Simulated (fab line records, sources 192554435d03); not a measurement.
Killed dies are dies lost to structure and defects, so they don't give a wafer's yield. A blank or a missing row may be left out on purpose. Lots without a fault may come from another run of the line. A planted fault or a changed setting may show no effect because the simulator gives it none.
fab line records | flow n5_finfet
record lots=24 wafers=72 last_day=19
route steps=1938 shown BEOL_M5@1169 BEOL_M6@1207
lots that met no fault: from a run of the same line without faults
start_h: hours from the record's first day to the start of the lot's first wafer shown | wait_h: hours since the lot's step before | " the same as in the row above | L1.1+2: a row that stands for several wafers | - no value, or no start given | * or withheld: withheld | < > ~ a bound
route shown NAME@n: a module of which the file shows steps, and the number in the route of the first | usual: mean/standard deviation of fault-free wafers | same: alike in all rows | chamber/n: place in a boat | sites: the reading at each site | _std_site: their standard deviation | _edge_site: outer sites' mean less inner sites' | radius_mm: how far each site lies from the wafer's centre | mask NAME#n: copy n | behind: the tool/chamber that last shaped the wafer | hold: why the lot was held/for how many hours/how that ended | device: the transistor (n, p or np) that didn't switch | end of line: the same wafers' tests at the end of the route | a step without rows: its recipe alone | killed: dies lost to structure and defects at the first sort, not the wafer's yield | map: a wafer's dies, x killed, . not, _ none there
set.NAME: the setting as run; set.NAME@STEP: as run at that earlier step | model.NAME: the simulator's own value behind a step, which no gauge read
steps of the route over a sample of lots; a table a step, a row a wafer
services: from which hour (start_h, from the record's first day; less than 0 if before it) a tool's chamber was out of use, for how many hours, and why
## steps
# step N5_BEOL_M5_CURE_80
# recipe temp_c=370 time_s=120 ambient=DMADMS/He material=SiCOH_lowk
# usual lamp_power_pct=52.31/0.053 wafer_temp_C_max=371.9/0.71
# same time_s=120
# columns lot.wafer tool chamber start_h wait_h lamp_power_pct wafer_temp_C_max
L074.1 uv_cure-03 2 214.70 0.1 52.30 371.3
L074.3 " 2 " " 52.30 371.0
L074.6 " 2 " " 52.35 371.0
L076.1 uv_cure-01 2 231.05 0.0 52.36 371.3
L076.4 " 2 " " 52.45 372.0
L076.5 " 2 " " 52.26 371.6
L077.1 uv_cure-02 1 244.11 0.0 52.25 372.8
L077.4 " 1 " " 52.36 373.8
L077.5 " 1 " " 52.29 372.9
L075.2 uv_cure-02 2 247.37 0.1 52.37 371.7
L075.4 " 2 " " 52.38 371.8
L075.6 " 2 " " 52.28 371.0
L078.1 uv_cure-02 1 250.18 0.1 52.30 372.2
L078.3 " 1 " " 52.26 372.3
L078.4 " 1 " " 52.37 372.5
L079.1 uv_cure-03 1 255.92 0.0 52.30 372.8
L079.4 " 1 " " 52.28 372.5
L079.6 " 1 " " 52.30 372.1
L080.1 uv_cure-02 0 266.42 0.0 52.31 371.6
L080.4 " 0 " " 52.36 372.2
L080.6 " 0 " " 52.38 371.9
L081.1 uv_cure-02 1 276.73 0.1 52.41 373.4
L081.3 " 1 " " 52.29 372.2
L081.4 " 1 " " 52.36 372.0
L082.3 uv_cure-02 1 281.03 0.1 52.27 372.3
L082.4 " 1 " " 52.29 372.8
L082.6 " 1 " " 52.18 373.0
L084.1 uv_cure-01 1 282.88 0.0 52.37 372.0
L084.4 " 1 " " 52.34 371.8
L084.6 " 1 " " 52.36 372.6
L083.2 uv_cure-03 0 283.35 0.1 52.29 372.9
L083.4 " 0 " " 52.33 371.9
L083.6 " 0 " " 52.27 372.7
L085.2 uv_cure-02 0 294.83 0.1 52.38 371.6
L085.3 " 0 " " 52.39 371.9
L085.4 " 0 " " 52.30 371.2
L087.1 uv_cure-03 1 295.14 0.0 52.26 374.5
L087.2 " 1 " " 52.19 372.9
L087.5 " 1 " " 52.39 372.7
L086.1 uv_cure-01 0 312.76 0.0 52.31 371.5
L086.5 " 0 " " 52.23 372.1
L086.6 " 0 " " 52.29 371.2
L090.3 uv_cure-03 0 317.81 0.1 52.42 372.9
L090.4 " 0 " " 52.33 372.0
L090.5 " 0 " " 52.23 371.6
L089.2 uv_cure-02 2 318.50 0.1 52.29 371.5
L089.3 " 2 " " 52.33 371.5
L089.6 " 2 " " 52.27 371.7
L088.1 uv_cure-01 2 323.57 0.0 52.29 372.2
L088.3 " 2 " " 52.26 372.3
L088.6 " 2 " " 52.34 371.6
L092.1 uv_cure-03 2 334.91 0.0 52.40 371.2
L092.2 " 2 " " 52.28 371.1
L092.6 " 2 " " 52.37 371.4
L091.1 uv_cure-01 0 335.17 0.0 52.46 371.5
L091.2 " 0 " " 52.34 370.9
L091.6 " 0 " " 52.25 371.2
L093.1 uv_cure-02 2 340.22 0.0 52.34 371.4
L093.4 " 2 " " 52.25 371.3
L093.6 " 2 " " 52.39 371.5
L094.1 uv_cure-01 1 348.79 0.0 52.29 371.4
L094.2 " 1 " " 52.29 371.8
L094.5 " 1 " " 52.31 371.3
L095.2 uv_cure-03 2 351.75 0.1 52.34 371.6
L095.5 " 2 " " 52.29 371.7
L095.6 " 2 " " 52.29 371.4
L096.2 uv_cure-01 0 352.14 0.1 52.29 372.1
L096.4 " 0 " " 52.26 371.9
L096.5 " 0 " " 52.43 372.0
L097.2 uv_cure-03 2 357.17 0.1 52.43 370.6
L097.3 " 2 " " 52.26 371.1
L097.6 " 2 " " 52.29 371.0
# step N5_BEOL_M5_DEGAS_44
# recipe ambient=vacuum temp_c=250 time_s=60
# usual heater_power_w=314/39 susceptor_temp_C=249.99/0.18
# same time_s=60
# columns lot.wafer tool chamber start_h wait_h heater_power_w susceptor_temp_C
L074.1 pvd_sputter-01 - 215.21 0.5 313 250.07
L074.3 " - " " 299 249.68
L074.6 " - " " 319 249.89
L076.1 pvd_sputter-01 - 231.81 0.7 282 249.81
L076.4 " - " " 357 249.93
L076.5 " - " " 350 249.90
L077.1 pvd_sputter-02 - 244.47 0.3 279 250.21
L077.4 " - " " 326 250.02
L077.5 " - " " 282 249.87
L075.2 pvd_sputter-02 - 247.71 0.3 285 250.10
L075.4 " - " " 283 250.05
L075.6 " - " " 275 250.28
L078.1 pvd_sputter-03 - 250.54 0.3 337 249.86
L078.3 " - " " 261 249.80
L078.4 " - " " 285 249.88
L079.1 pvd_sputter-02 - 256.60 0.6 386 250.10
L079.4 " - " " 325 250.04
L079.6 " - " " 285 250.06
L080.1 pvd_sputter-03 - 268.12 1.6 346 250.33
L080.4 " - " " 267 249.78
L080.6 " - " " 263 250.04
L081.1 pvd_sputter-02 - 277.39 0.6 389 249.99
L081.3 " - " " 276 249.97
L081.4 " - " " 278 250.18
L082.3 pvd_sputter-02 - 281.59 0.5 277 249.69
L082.4 " - " " 385 249.86
L082.6 " - " " 335 249.85
L084.1 pvd_sputter-01 - 283.52 0.5 325 249.99
L084.4 " - " " 290 250.19
L084.6 " - " " 357 250.06
L083.2 pvd_sputter-03 - 283.63 0.2 292 249.86
L083.4 " - " " 345 250.06
L083.6 " - " " 262 250.53
L085.2 pvd_sputter-01 - 295.47 0.6 338 249.90
L085.3 " - " " 318 250.33
L085.4 " - " " 292 249.65
L087.1 pvd_sputter-03 - 295.60 0.4 334 250.03
L087.2 " - " " 272 250.00
L087.5 " - " " 341 250.01
L086.1 pvd_sputter-03 - 313.08 0.3 275 250.09
L086.5 " - " " 273 250.13
L086.6 " - " " 280 249.85
L090.3 pvd_sputter-02 - 318.61 0.8 329 249.82
L090.4 " - " " 279 249.93
L090.5 " - " " 384 250.13
L089.2 pvd_sputter-01 - 318.81 0.3 353 250.09
L089.3 " - " " 316 250.12
L089.6 " - " " 350 249.78
L088.1 pvd_sputter-02 - 324.04 0.4 273 249.83
L088.3 " - " " 324 250.04
L088.6 " - " " 325 250.05
L092.1 pvd_sputter-03 - 335.37 0.4 345 249.77
L092.2 " - " " 269 250.14
L092.6 " - " " 289 250.31
L091.1 pvd_sputter-01 - 335.50 0.3 365 249.74
L091.2 " - " " 348 249.91
L091.6 " - " " 296 249.71
L093.1 pvd_sputter-03 - 340.73 0.5 262 250.02
L093.4 " - " " 265 250.30
L093.6 " - " " 264 250.22
L094.1 pvd_sputter-02 - 349.47 0.6 383 250.06
L094.2 " - " " 283 250.17
L094.5 " - " " 278 249.86
L095.2 pvd_sputter-01 - 352.26 0.5 318 250.06
L095.5 " - " " 321 250.02
L095.6 " - " " 359 250.22
L096.2 pvd_sputter-01 - 352.42 0.2 344 250.18
L096.4 " - " " 291 249.96
L096.5 " - " " 289 250.10
L097.2 pvd_sputter-03 - 357.59 0.4 338 249.64
L097.3 " - " " 285 250.07
L097.6 " - " " 342 249.81
# step N5_BEOL_M5_SPUTTER_83
# recipe material=Cu target_thk_a=150 temp_c=-20 chamber_pressure_pa=0.07 power_w=withheld time_s=27.62
# usual chuck_sensor_temp_C=-15.8/0.39 susceptor_temp_C=-20.04/0.11 throttle_valve_pct=29.9/1.1
# same time_s=27.62
# columns lot.wafer tool chamber start_h wait_h chuck_sensor_temp_C susceptor_temp_C throttle_valve_pct
L074.1 pvd_sputter-01 - 218.18 0.5 -16.6 -19.89 29.7
L074.3 " - " " -16.1 -19.96 27.9
L074.6 " - " " -15.8 -20.03 27.7
L076.1 pvd_sputter-03 - 234.66 0.5 -16.2 -20.04 30.8
L076.4 " - " " -15.3 -20.21 30.8
L076.5 " - " " -16.0 -19.78 28.6
L077.1 pvd_sputter-03 - 247.52 0.5 -16.1 -19.85 30.6
L077.4 " - " " -15.3 -20.21 30.5
L077.5 " - " " -15.9 -20.10 28.4
L075.2 pvd_sputter-01 - 251.44 0.5 -16.6 -19.94 29.4
L075.4 " - " " -15.9 -19.95 29.8
L075.6 " - " " -15.9 -19.96 30.1
L078.1 pvd_sputter-02 - 253.87 0.5 -15.7 -20.06 30.0
L078.3 " - " " -15.0 -20.13 31.9
L078.4 " - " " -15.9 -19.92 30.2
L079.1 pvd_sputter-03 - 259.55 0.5 -15.3 -19.92 30.5
L079.4 " - " " -16.2 -20.07 29.1
L079.6 " - " " -15.2 -19.96 30.3
L080.1 pvd_sputter-01 - 270.96 0.5 -15.9 -20.08 27.8
L080.4 " - " " -16.6 -20.20 29.6
L080.6 " - " " -15.9 -20.01 28.0
L081.1 pvd_sputter-03 - 280.32 0.5 -15.9 -20.12 28.4
L081.3 " - " " -16.3 -20.12 30.6
L081.4 " - " " -16.3 -19.94 28.9
L082.3 pvd_sputter-02 - 284.48 0.5 -16.0 -19.99 29.6
L082.4 " - " " -15.8 -19.96 30.3
L082.6 " - " " -16.0 -19.98 29.9
L084.1 pvd_sputter-03 - 287.99 0.5 -15.0 -20.00 30.4
L084.4 " - " " -16.1 -19.91 30.5
L084.6 " - " " -15.3 -20.01 30.5
L083.2 pvd_sputter-01 - 288.26 0.5 -15.9 -20.08 31.1
L083.4 " - " " -16.0 -20.10 29.9
L083.6 " - " " -15.8 -20.21 30.9
L085.2 pvd_sputter-03 - 298.25 0.5 -16.1 -20.25 30.7
L085.3 " - " " -15.9 -20.42 28.6
L085.4 " - " " -16.2 -20.25 29.1
L087.1 pvd_sputter-02 - 298.73 0.5 -15.7 -19.85 30.2
L087.2 " - " " -15.0 -19.87 31.6
L087.5 " - " " -15.5 -19.92 29.9
L086.1 pvd_sputter-03 - 317.33 0.5 -16.1 -20.00 29.3
L086.5 " - " " -16.2 -20.14 29.0
L086.6 " - " " -16.1 -19.97 30.5
L090.3 pvd_sputter-02 - 321.55 0.5 -15.1 -20.23 31.5
L090.4 " - " " -15.5 -20.27 30.0
L090.5 " - " " -15.7 -19.89 30.4
L089.2 pvd_sputter-03 - 321.84 0.5 -15.9 -20.01 28.7
L089.3 " - " " -15.9 -19.91 28.9
L089.6 " - " " -16.2 -19.84 29.2
L088.1 pvd_sputter-02 - 328.47 0.5 -16.2 -20.07 29.7
L088.3 " - " " -15.3 -19.97 29.8
L088.6 " - " " -15.2 -20.08 31.5
L092.1 pvd_sputter-02 - 338.30 0.5 -16.0 -20.00 29.9
L092.2 " - " " -15.5 -19.88 29.9
L092.6 " - " " -16.0 -19.91 29.6
L091.1 pvd_sputter-01 - 338.99 0.5 -15.9 -19.91 27.5
L091.2 " - " " -16.4 -20.02 29.8
L091.6 " - " " -16.5 -20.01 29.9
L093.1 pvd_sputter-03 - 349.07 0.5 -16.1 -19.88 29.0
L093.4 " - " " -16.0 -20.10 28.3
L093.6 " - " " -16.0 -20.18 28.5
L094.1 pvd_sputter-03 - 353.86 0.5 -16.1 -20.06 31.0
L094.2 " - " " -16.0 -20.04 28.7
L094.5 " - " " -15.7 -20.09 28.4
L095.2 pvd_sputter-01 - 355.12 0.5 -15.8 -20.10 27.7
L095.5 " - " " -15.9 -20.11 31.0
L095.6 " - " " -16.4 -20.04 29.2
L096.2 pvd_sputter-02 - 357.52 0.5 -15.4 -19.96 30.2
L096.4 " - " " -15.9 -20.06 29.9
L096.5 " - " " -15.9 -20.04 29.6
L097.2 pvd_sputter-02 - 361.95 0.5 -16.0 -20.06 29.2
L097.3 " - " " -15.6 -20.01 29.7
L097.6 " - " " -16.2 -20.33 29.7
# step N5_BEOL_M5_ANNEAL_89
# recipe temp_c=400 time_s=1800 ambient=vacuum
# usual heater_power_w=777/96 susceptor_temp_C=400.01/0.2
# same time_s=1800
# columns lot.wafer tool chamber start_h wait_h heater_power_w susceptor_temp_C
L074.1 pvd_sputter-01 - 219.35 0.0 901 399.94
L074.3 " - " " 882 400.29
L074.6 " - " " 870 400.16
L076.1 pvd_sputter-03 - 235.82 0.0 694 400.09
L076.4 " - " " 687 399.67
L076.5 " - " " 876 400.40
L077.1 pvd_sputter-03 - 248.69 0.0 710 400.01
L077.4 " - " " 684 399.99
L077.5 " - " " 858 399.87
L075.2 pvd_sputter-01 - 252.61 0.0 874 400.00
L075.4 " - " " 809 400.03
L075.6 " - " " 799 400.17
L078.1 pvd_sputter-02 - 255.03 0.0 973 399.91
L078.3 " - " " 690 400.28
L078.4 " - " " 718 399.69
L079.1 pvd_sputter-03 - 260.72 0.0 683 400.21
L079.4 " - " " 645 400.02
L079.6 " - " " 695 399.73
L080.1 pvd_sputter-01 - 272.13 0.0 875 399.90
L080.4 " - " " 907 399.95
L080.6 " - " " 863 400.12
L081.1 pvd_sputter-03 - 281.49 0.0 870 399.57
L081.3 " - " " 710 400.14
L081.4 " - " " 672 399.88
L082.3 pvd_sputter-02 - 285.65 0.0 807 400.27
L082.4 " - " " 688 399.98
L082.6 " - " " 820 399.86
L084.1 pvd_sputter-03 - 289.15 0.0 701 400.04
L084.4 " - " " 704 399.94
L084.6 " - " " 684 400.09
L083.2 pvd_sputter-01 - 289.42 0.0 745 400.15
L083.4 " - " " 791 400.15
L083.6 " - " " 729 399.75
L085.2 pvd_sputter-03 - 299.42 0.0 722 400.00
L085.3 " - " " 876 400.34
L085.4 " - " " 652 399.81
L087.1 pvd_sputter-02 - 299.90 0.0 692 400.10
L087.2 " - " " 698 399.92
L087.5 " - " " 958 400.15
L086.1 pvd_sputter-03 - 318.50 0.0 632 400.12
L086.5 " - " " 658 399.91
L086.6 " - " " 695 400.09
L090.3 pvd_sputter-02 - 322.71 0.0 726 399.89
L090.4 " - " " 947 400.04
L090.5 " - " " 720 399.98
L089.2 pvd_sputter-03 - 323.00 0.0 870 399.69
L089.3 " - " " 654 399.92
L089.6 " - " " 648 400.25
L088.1 pvd_sputter-02 - 329.64 0.0 813 399.95
L088.3 " - " " 956 400.20
L088.6 " - " " 682 399.61
L092.1 pvd_sputter-02 - 339.47 0.0 804 400.00
L092.2 " - " " 945 400.08
L092.6 " - " " 804 400.01
L091.1 pvd_sputter-01 - 340.16 0.0 857 399.86
L091.2 " - " " 861 400.10
L091.6 " - " " 873 399.74
L093.1 pvd_sputter-03 - 350.24 0.0 654 400.10
L093.4 " - " " 845 400.03
L093.6 " - " " 864 400.08
L094.1 pvd_sputter-03 - 355.02 0.0 709 399.94
L094.2 " - " " 864 400.13
L094.5 " - " " 846 400.23
L095.2 pvd_sputter-01 - 356.29 0.0 852 400.12
L095.5 " - " " 720 399.90
L095.6 " - " " 893 400.21
L096.2 pvd_sputter-02 - 358.69 0.0 961 400.01
L096.4 " - " " 815 399.93
L096.5 " - " " 811 399.51
L097.2 pvd_sputter-02 - 363.11 0.0 821 399.80
L097.3 " - " " 987 400.07
L097.6 " - " " 804 400.00
# step N5_BEOL_M6_CD_MEAS_11
# recipe target_cd_nm=38.5 landing_energy_ev=500 detector=se_inlens polarity=opening
# usual cd_nm=38.4/0.5
# columns lot.wafer tool chamber start_h wait_h cd_nm
L074.1 cd_sem-01 0 223.79 - 38.6
L074.3 " 0 " " 38.3
L074.6 " 0 " " 38.7
L076.1 cd_sem-02 0 239.64 - 38.7
L076.4 " 0 " " 38.0
L076.5 " 0 " " 38.3
L077.1 cd_sem-02 0 252.43 - 37.4
L077.4 " 0 " " 37.8
L077.5 " 0 " " 37.4
L075.2 cd_sem-03 0 257.03 - 38.0
L075.4 " 0 " " 37.8
L075.6 " 0 " " 39.1
L078.1 cd_sem-01 0 260.11 - 37.8
L078.3 " 0 " " 38.5
L078.4 " 0 " " 38.2
L079.1 cd_sem-01 0 265.65 - 38.9
L079.4 " 0 " " 38.8
L079.6 " 0 " " 39.0
L080.1 cd_sem-02 0 277.27 - 39.6
L080.4 " 0 " " 39.2
L080.6 " 0 " " 39.5
L081.1 cd_sem-02 0 287.55 - 38.2
L081.3 " 0 " " 38.9
L081.4 " 0 " " 38.6
L082.3 cd_sem-03 0 291.13 - 38.3
L082.4 " 0 " " 38.2
L082.6 " 0 " " 38.4
L084.1 cd_sem-02 0 292.53 - 37.7
L084.4 " 0 " " 37.6
L084.6 " 0 " " 37.3
L083.2 cd_sem-01 0 295.38 - 38.3
L083.4 " 0 " " 37.8
L083.6 " 0 " " 37.6
L085.2 cd_sem-03 0 304.14 - 38.4
L085.3 " 0 " " 37.9
L085.4 " 0 " " 38.8
L087.1 cd_sem-03 0 304.35 - 38.1
L087.2 " 0 " " 38.1
L087.5 " 0 " " 38.1
L086.1 cd_sem-03 0 322.63 - 38.5
L086.5 " 0 " " 39.0
L086.6 " 0 " " 38.5
L090.3 cd_sem-02 0 327.23 - 38.5
L090.4 " 0 " " 38.5
L090.5 " 0 " " 38.7
L089.2 cd_sem-03 0 327.40 - 39.0
L089.3 " 0 " " 38.9
L089.6 " 0 " " 38.7
L088.1 cd_sem-03 0 333.98 - 37.6
L088.3 " 0 " " 37.4
L088.6 " 0 " " 37.7
L092.1 cd_sem-03 0 343.76 - 38.5
L092.2 " 0 " " 38.9
L092.6 " 0 " " 38.3
L091.1 cd_sem-02 0 344.03 - 38.4
L091.2 " 0 " " 38.4
L091.6 " 0 " " 38.1
L093.1 cd_sem-02 0 356.48 - 38.8
L093.4 " 0 " " 38.6
L093.6 " 0 " " 38.3
L094.1 cd_sem-01 0 360.81 - 38.1
L094.2 " 0 " " 38.2
L094.5 " 0 " " 38.6
L095.2 cd_sem-03 0 361.17 - 39.1
L095.5 " 0 " " 38.2
L095.6 " 0 " " 38.5
L096.2 cd_sem-03 0 363.04 - 38.0
L096.4 " 0 " " 38.2
L096.5 " 0 " " 37.6
L097.2 cd_sem-01 0 369.19 - 37.8
L097.3 " 0 " " 38.6
L097.6 " 0 " " 37.6
# step N5_BEOL_M6_ETCH_62
# recipe chemistry=N2/H2 target=SOC target_depth_a=1100 overetch_a=220 mask_material=SiARC temp_c=40 time_s=165 ion_energy_ev=200 pressure_mtorr=30 source_w=840 bias_w=150 n2_flow_sccm=200 h2_flow_sccm=200
# usual drypump_motor_current_A=5.9/0.5 oes_product_au=0.69/0.075 rf_fwd_power_W=836.9/2.9 rf_vpp_V=523.8/3 showerhead_plenum_p_Torr=2.54/0.11 throttle_valve_pct=17.8/0.4
# same time_s=165
# columns lot.wafer tool chamber start_h wait_h drypump_motor_current_A oes_product_au rf_fwd_power_W rf_hours_counter_h rf_vpp_V showerhead_plenum_p_Torr throttle_valve_pct
L074.1 rie_diel-01 0 224.14 0.0 6.4 0.60 840.8 207 526.3 2.61 18.0
L074.3 " 3 " " 5.9 0.76 841.2 49 522.6 2.46 17.2
L074.6 " 2 " " 6.6 0.64 837.3 - 521.6 2.43 18.3
L076.1 rie_diel-03 2 239.99 0.0 5.3 0.64 837.4 148 521.2 2.44 17.5
L076.4 " 2 " " 5.3 0.64 839.4 - 521.2 2.44 17.5
L076.5 " 3 " " 6.5 0.60 836.9 - 525.9 2.62 18.0
L077.1 rie_diel-04 2 252.61 0.0 5.6 0.59 834.6 216 521.2 2.41 18.1
L077.4 " 1 " " 6.4 0.74 843.3 34 525.3 2.60 17.6
L077.5 " 3 " " 5.2 0.81 837.1 - 529.7 2.71 17.2
L075.2 rie_diel-01 1 257.20 0.0 5.8 0.73 840.0 51 521.4 2.48 17.8
L075.4 " 2 " " 6.5 0.62 839.4 179 521.4 2.43 18.3
L075.6 " 2 " " 6.6 0.63 837.1 - 520.8 2.43 18.3
L078.1 rie_diel-04 1 261.01 0.0 6.4 0.74 837.7 37 524.9 2.60 17.6
L078.3 " 2 " " 5.6 0.60 836.5 219 521.5 2.41 18.1
L078.4 " 3 " " 5.2 0.80 843.0 4 527.6 2.70 17.2
L079.1 rie_diel-04 1 265.83 0.0 6.4 0.73 837.4 39 525.0 2.60 17.6
L079.4 " 2 " " 5.6 0.59 835.9 222 519.9 2.41 18.1
L079.6 " 3 " " 5.2 0.80 832.2 - 529.1 2.70 17.3
L080.1 rie_diel-01 1 277.76 0.0 5.8 0.71 835.0 59 522.2 2.47 17.8
L080.4 " 0 " " 6.4 0.59 834.9 229 524.6 2.60 18.1
L080.6 " 0 " " 6.4 0.59 837.7 - 526.5 2.60 18.1
L081.1 rie_diel-04 1 288.04 0.0 6.4 0.72 838.6 47 525.4 2.59 17.6
L081.3 " 0 " " 6.0 0.61 834.2 177 522.8 2.53 18.3
L081.4 " 3 " " 5.2 0.78 834.3 14 527.5 2.70 17.3
L082.3 rie_diel-01 0 291.39 0.0 6.4 0.59 841.1 234 527.4 2.60 18.1
L082.4 " 2 " " 6.5 0.62 834.1 190 520.5 2.42 18.4
L082.6 " 3 " " 5.9 0.73 837.9 - 520.9 2.45 17.3
L084.1 rie_diel-01 3 292.71 0.0 6.0 0.72 838.1 78 520.9 2.45 17.3
L084.4 " 1 " " 5.7 0.71 835.9 65 521.6 2.47 17.8
L084.6 " 2 " " 6.6 0.62 834.0 - 520.5 2.42 18.4
L083.2 rie_diel-03 3 295.56 0.0 6.5 0.59 840.4 249 527.7 2.62 18.1
L083.4 " 0 " " 5.7 0.81 834.5 9 528.2 2.73 17.6
L083.6 " 1 " " 5.2 0.76 832.0 - 526.1 2.60 17.5
L085.2 rie_diel-01 3 304.75 0.0 5.9 0.71 837.6 82 523.0 2.44 17.3
L085.3 " 1 " " 5.8 0.71 842.7 69 521.7 2.47 17.8
L085.4 " 0 " " 6.4 0.59 840.1 239 525.7 2.60 18.1
L087.1 rie_diel-03 2 305.03 0.0 5.3 0.62 834.9 171 520.8 2.43 17.6
L087.2 " 0 " " 5.7 0.80 836.2 11 527.6 2.73 17.6
L087.5 " 1 " " 5.2 0.75 830.0 - 525.7 2.60 17.5
L086.1 rie_diel-04 0 322.84 0.0 6.0 0.61 839.6 193 523.5 2.53 18.4
L086.5 " 3 " " 5.2 0.75 838.2 - 528.8 2.69 17.3
L086.6 " 0 " " 6.0 0.61 839.2 - 525.0 2.53 18.3
L090.3 rie_diel-04 3 327.44 0.0 5.2 0.75 836.3 30 528.2 2.69 17.3
L090.4 " 0 " " 6.0 0.61 839.0 195 523.3 2.52 18.4
L090.5 " 0 " " 6.0 0.60 834.9 - 523.9 2.52 18.4
L089.2 rie_diel-03 2 327.90 0.0 5.2 0.61 836.2 181 521.1 2.42 17.6
L089.3 " 3 " " 6.5 0.83 838.4 0 524.1 2.61 17.5
L089.6 " 0 " " 5.7 0.77 833.7 - 528.5 2.73 17.6
L088.1 rie_diel-01 0 334.16 0.0 6.4 0.58 838.2 249 526.1 2.59 18.1
L088.3 " 1 " " 5.8 0.70 833.7 78 520.5 2.47 17.9
L088.6 " 3 " " 6.0 0.71 834.3 - 521.0 2.44 17.3
L092.1 rie_diel-03 1 343.94 0.0 5.2 0.73 835.7 51 524.4 2.59 17.5
L092.2 " 3 " " 6.5 0.80 837.6 5 523.3 2.61 17.5
L092.6 " 3 " " 6.5 0.79 839.2 - 526.0 2.61 17.5
L091.1 rie_diel-04 0 344.21 0.0 6.0 0.60 832.3 201 522.4 2.52 18.4
L091.2 " 2 " " 5.6 0.58 837.7 248 518.9 2.40 18.2
L091.6 " 2 " " 5.6 0.58 842.2 - 518.7 2.40 18.2
L093.1 rie_diel-03 2 356.66 0.0 5.3 0.60 842.0 192 521.1 2.42 17.6
L093.4 " 0 " " 5.6 0.76 838.1 - 528.3 2.73 17.6
L093.6 " 2 " " 5.3 0.61 842.4 - 521.4 2.42 17.6
L094.1 rie_diel-01 1 360.99 0.0 5.8 0.69 836.9 89 522.5 2.46 17.9
L094.2 " 3 " " 5.9 0.69 840.0 104 521.5 2.44 17.3
L094.5 " 2 " " 6.6 0.60 833.8 - 517.8 2.41 18.4
L095.2 rie_diel-01 0 361.35 0.0 6.4 0.85 835.4 2 525.7 2.59 17.7
L095.5 " 2 " " 6.6 0.61 836.9 - 519.1 2.41 18.4
L095.6 " 3 " " 5.9 0.69 840.0 - 521.9 2.43 17.3
L096.2 rie_diel-04 1 363.26 0.1 6.4 0.69 829.5 80 525.7 2.58 17.6
L096.4 " 1 " " 6.4 0.69 831.3 - 524.9 2.58 17.6
L096.5 " 3 " " 5.2 0.74 836.7 - 527.3 2.69 17.3
L097.2 rie_diel-03 0 369.61 0.0 5.7 0.75 842.3 33 527.4 2.72 17.6
L097.3 " 2 " " 5.3 0.61 839.3 196 519.8 2.42 17.6
L097.6 " 3 " " 6.5 0.77 837.9 - 526.2 2.61 17.5
## services
# columns tool chamber start_h hours kind
rie_diel-01 2 196.01 16.2 repair
uv_cure-03 - 200.40 1.0 pm
rie_diel-04 3 217.41 - clean
rie_diel-04 3 217.41 - consumable_replace:focus_ring
rie_diel-04 3 217.41 - consumable_replace:showerhead
rie_diel-04 3 217.41 30.8 scheduled_down
uv_cure-02 - 221.45 7.5 pm
pvd_sputter-02 - 228.43 5.9 repair
uv_cure-01 - 228.81 1.4 repair
uv_cure-02 - 234.87 1.1 repair
rie_diel-01 0 236.26 2.0 repair
rie_diel-01 1 242.72 9.3 repair
rie_diel-03 1 252.93 10.3 repair
uv_cure-03 - 259.69 0.6 repair
uv_cure-03 - 261.86 7.1 pm
rie_diel-04 2 296.24 7.2 repair
rie_diel-01 0 335.79 - clean
rie_diel-01 0 335.79 - consumable_replace:focus_ring
uv_cure-03 - 339.40 2.8 pm
uv_cure-02 - 343.51 0.6 repair
rie_diel-03 0 346.69 3.6 repair
rie_diel-03 3 355.22 1.7 repair
rie_diel-03 0 357.58 3.6 repair
rie_diel-04 0 357.66 5.9 repair
## key
fault none
